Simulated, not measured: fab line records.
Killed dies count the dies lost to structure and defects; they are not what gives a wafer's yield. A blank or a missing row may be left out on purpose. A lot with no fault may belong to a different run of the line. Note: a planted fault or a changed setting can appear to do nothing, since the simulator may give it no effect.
Split-lot experiment | flow n5-finfet | 21 wafers read from 7 lots, route of 1938 steps

ABOUT THE SPLIT
At N5_BEOL_M3_PECVD_72 (deposits SiO2 from TEOS/O2, target thk 16 nm, time 18 s), the setting time-s was moved away from the recipe's 18 s on 5 of the 21 wafers read, by -14.8% to +14.2%. All remaining wafers had this setting at the recipe value.

The reading is taken at the split's own step.

THE READING
SiO2_of_BEOL_M3_PECVD_72.thk-nm (the simulator's own value, which no gauge read), in nm, at N5_BEOL_M3_PECVD_72 (deposits SiO2 from TEOS/O2, target thk 16 nm, time 18 s). There is no usual value for it anywhere in the file. Across the 16 wafers here that went through the recipe, the average is 16.1 nm and the standard deviation 0.27 nm.

wafer  | tool, chamber at the split | time-s as run, s | against the recipe | SiO2_of_BEOL_M3_PECVD_72.thk-nm, nm | against lot-mates on the recipe
L085.2 | pecvd-04, 0                | 18               | recipe             | 16.2                                | -
L085.4 | pecvd-04, 2                | 20.12            | +11.8%             | 18.4                                | +2.1
L085.6 | pecvd-04, 0                | 18               | recipe             | 16.4                                | -
L090.2 | pecvd-02, 1                | 18               | recipe             | 15.8                                | -
L090.3 | pecvd-02, 2                | 18               | recipe             | 16                                  | -
L090.5 | pecvd-02, 0                | 18               | recipe             | 16.2                                | -
L091.1 | pecvd-04, 0                | 18               | recipe             | 16.4                                | -
L091.3 | pecvd-04, 1                | 17.05            | -5.3%              | 15.2                                | -1.3
L091.6 | pecvd-04, 2                | 18               | recipe             | 16.6                                | -
L092.1 | pecvd-04, 0,2              | 18               | recipe             | 16.2                                | -
L092.5 | pecvd-04, 0,2              | 18               | recipe             | 16.2                                | -
L092.6 | pecvd-04, 0                | 18               | recipe             | 16.6                                | -
L094.2 | pecvd-04, 2                | 15.33            | -14.8%             | 13.6                                | -2.2
L094.3 | pecvd-04, 1                | 18               | recipe             | 15.8                                | -
L094.5 | pecvd-04, 1                | 18               | recipe             | 15.8                                | -
L095.1 | pecvd-04, 2,1              | 20.56            | +14.2%             | 18.4                                | +2.6
L095.5 | pecvd-04, 2,1              | 20.56            | +14.2%             | 18.4                                | +2.6
L095.2 | pecvd-04, 1                | 18               | recipe             | 15.8                                | -
L096.2 | pecvd-04, 2                | 18               | recipe             | 15.8                                | -
L096.5 | pecvd-04, 2,0              | 18               | recipe             | 16.2                                | -
L096.6 | pecvd-04, 2,0              | 18               | recipe             | 16.2                                | -
If several chambers appear in one row, that row covers several wafers at once and the file leaves open which wafer was in which chamber.

FIT RESULTS
A straight line over all 21 wafers: SiO2_of_BEOL_M3_PECVD_72.thk-nm changes by +0.169 nm for each +1% of time-s; r = +0.97; the points scatter about the line by 0.26 nm.
The same after taking each lot's own level away (the mean of its wafers on the recipe; 21 wafers): +0.174 nm for each +1%; r = +0.99; scatter 0.19 nm.
According to that fit, moving time-s by its largest amount changes the reading by 2.6 nm.
Across the lots, their own levels run from 15.80 to 16.50 nm, a range of 2.6 times the standard deviation given above.
The two slopes agree, so the slope changes little with the lot-to-lot level.
Check: with one of the wafers moved furthest among these (-14.8%) left out of the fit, the line predicts -2.79 nm for it against its lot-mates. Against them it came out at -2.2 nm.

OTHER SPLITS ON THESE WAFERS
Note: prior to the reading, these wafers also went through further splits. Each is held against what the fit with the lots' levels taken away leaves over:
other split on the same wafers      | wafers away from the commonest value | r with SiO2_of_BEOL_M3_PECVD_72.thk-nm (lot level and that fit taken away)
N5_HKMG_FIN_COAT_43 spin-rpm        | 9                                    | -0.41
N5_MOL_CONTACT_COAG_PECVD_31 temp-c | 7                                    | +0.04
N5_BEOL_M0_SAQP_PECVD_04 time-s     | 7                                    | -0.09
N5_BEOL_M0_SAQP_COAT_34 spin-rpm    | 8                                    | +0.02
N5_BEOL_M0_ETCH_128 source-w        | 8                                    | +0.33
N5_BEOL_M0_ETCH_109 bias-w          | 10                                   | +0.11
N5_BEOL_M2_ALD_98 ald-cycles        | 8                                    | -0.22
N5_BEOL_M3_ILD_DEP_00 time-s        | 6                                    | -0.02

THE FILE'S OWN FIT
SiO2_of_BEOL_M3_PECVD_72.thk-nm changes by +0.172 nm for each +1% of time-s, r = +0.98.
